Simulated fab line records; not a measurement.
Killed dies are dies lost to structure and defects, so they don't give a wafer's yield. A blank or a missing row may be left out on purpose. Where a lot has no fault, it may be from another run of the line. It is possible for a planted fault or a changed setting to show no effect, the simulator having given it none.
Chamber matching -- flow nand_harc -- rie_diel-11 running NHARC_A_WL_FILL_STRIP_29: 4 sister chambers
The step strips in O2, time 20 s. 4 wafers are shown with their chamber, then 9 later ones without.

## WAFERS, EACH WITH ITS CHAMBER
wafer,chamber,showerhead_plenum_p_Torr (Torr)
L085.1,2,3.65
L085.6,0,3.52
L090.3,3,3.52
L090.6,1,3.65

## WAFERS WITHOUT THEIR CHAMBER
wafer,showerhead_plenum_p_Torr (Torr)
L092.1,3.65
L092.2,3.52
L092.4,3.52
L095.1,3.65
L095.2,3.52
L095.3,3.52
L097.1,3.52
L097.3,3.64
L097.5,3.52

## CHAMBER TAKEN BY EACH
wafer,from the rows above,in truth
L092.1,can't be placed: 1 or 2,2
L092.2,can't be placed: 0 or 3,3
L092.4,can't be placed: 0 or 3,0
L095.1,can't be placed: 1 or 2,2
L095.2,can't be placed: 0 or 3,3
L095.3,can't be placed: 0 or 3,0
L097.1,can't be placed: 0 or 3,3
L097.3,can't be placed: 1 or 2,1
L097.5,can't be placed: 0 or 3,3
0 of 9 placed correctly. Cannot be placed on the basis of these rows: 9; the candidates contain the true chamber in 9. 0 placed wrongly.
How it was worked out, from the rows above alone: a wafer's distance from a chamber is the root of the sum, over the readings, of the square of ((its reading less the chamber's mean) divided by the reading's scatter). If the next closest chamber is less than 2 further off than the closest, the wafer can't be placed; otherwise it belongs to the closest. The mean given for a chamber averages the wafers shown for that chamber. The scatter: with one shown wafer a chamber, the root of the mean of the squares of how far each hidden wafer lies from its nearest shown one.
